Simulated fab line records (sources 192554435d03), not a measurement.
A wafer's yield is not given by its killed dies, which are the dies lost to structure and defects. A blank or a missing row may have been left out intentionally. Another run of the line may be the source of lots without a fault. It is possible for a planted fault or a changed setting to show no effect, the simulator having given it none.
Problem report, 8D (eight disciplines) form, completed by code / flow n5 finfet / the parts of the form that need people (team, actions taken, sign-off) are left out

## 1. PROBLEM STATEMENT
bias w at N5_BEOL_M0_ETCH_109 reads a mean of 94.47 W on 6 wafers of 2 lots; wafers without a fault read 75.01 W with a standard deviation of 0.22. That is +88 standard deviations from the usual mean.
The step: etches SiCN in CH3F/O2, target depth 8 nm, overetch 2.4 nm, time 27.4 s.
First observed at day 8 22:14: wafer L143.1, on rie diel-03. Wafers with a number at this step in the record: 30, from 10 lots. By rule, "out" or "out of limits" means more than 4 standard deviations away from the usual mean. The rest of the wafers with a number are treated as sound.

## 2. WHAT IT IS, AND WHAT IT ISN'T
question=which readings at this step | is=bias w, rf vpp V | is not=drypump motor current A, showerhead plenum p Torr, throttle valve pct
question=which lots | is=L143, L145 | is not=L131, L132, L135, L147, L148, L149, L150, L151
question=which wafers of those lots | is=all that have a number | is not=-
question=read on which tools | is=rie diel-03 | is not=rie diel-01, rie diel-04
question=when | is=from day 8 22:14 | is not=up to then (9 sound wafers); but 15 sound wafers of L147, L148, L149, L150, L151 came after

## 3. SUSPECTS, AND WHAT RULES EACH OUT
Counting: any tool at a process step up to the reading is kept as a suspect provided that every lot that is out went through it and no sound lot did after the first of them.
- rie diel-03 at N5_BEOL_M0_ETCH_109 (etches SiCN in CH3F/O2, target depth 8 nm, overetch 2.4 nm, time 27.4 s): kept. All lots that are out passed through it, beginning with L143 at day 8 22:14, and no sound lot followed; its final sound lot before that point was L135 at day 6 18:07. Out on those wafers are its own readings of bias w, rf vpp V.
Remaining after the count: rie diel-03 at N5_BEOL_M0_ETCH_109.

## 4. THE CAUSE (what the simulator had put in)
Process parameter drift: rie diel-03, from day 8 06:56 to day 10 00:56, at N5_BEOL_M0_ETCH_109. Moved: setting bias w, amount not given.
After counting, this tool was the only one left.

## 5. SEQUENCE OF EFFECTS, ordered by route
Each row: a reading whose mean over the struck wafers that have a number lies more than 3 standard deviations from the usual. Only readings whose record carries a usual standard deviation are examined. hours: median over the lots of the time between each lot's start at the first step of this table that gives one and its start at this step. sigmas: the change, counted in usual standard deviations.
hours=0; step=N5_BEOL_M0_ETCH_109; reading=bias w; usual=75.01 W; on struck wafers=94.47; change=+19.46; sigmas=+88
hours=0; step=N5_BEOL_M0_ETCH_109; reading=rf vpp V; usual=297.9 V; on struck wafers=344.0; change=+46.1; sigmas=+24
Its process steps:
- N5_BEOL_M0_ETCH_109: etches SiCN in CH3F/O2, target depth 8 nm, overetch 2.4 nm, time 27.4 s.
At these later measuring or inspecting steps, every struck wafer for which the step has a row has a number for every such reading, and none has moved that far: N5_BEOL_M4_RC_MEAS_101.

## 6. HOW IT WOULD HAVE BEEN CAUGHT EARLIER
In this record the first reading out of limits was taken at day 8 22:14, 15 hours after the fault began at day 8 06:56.
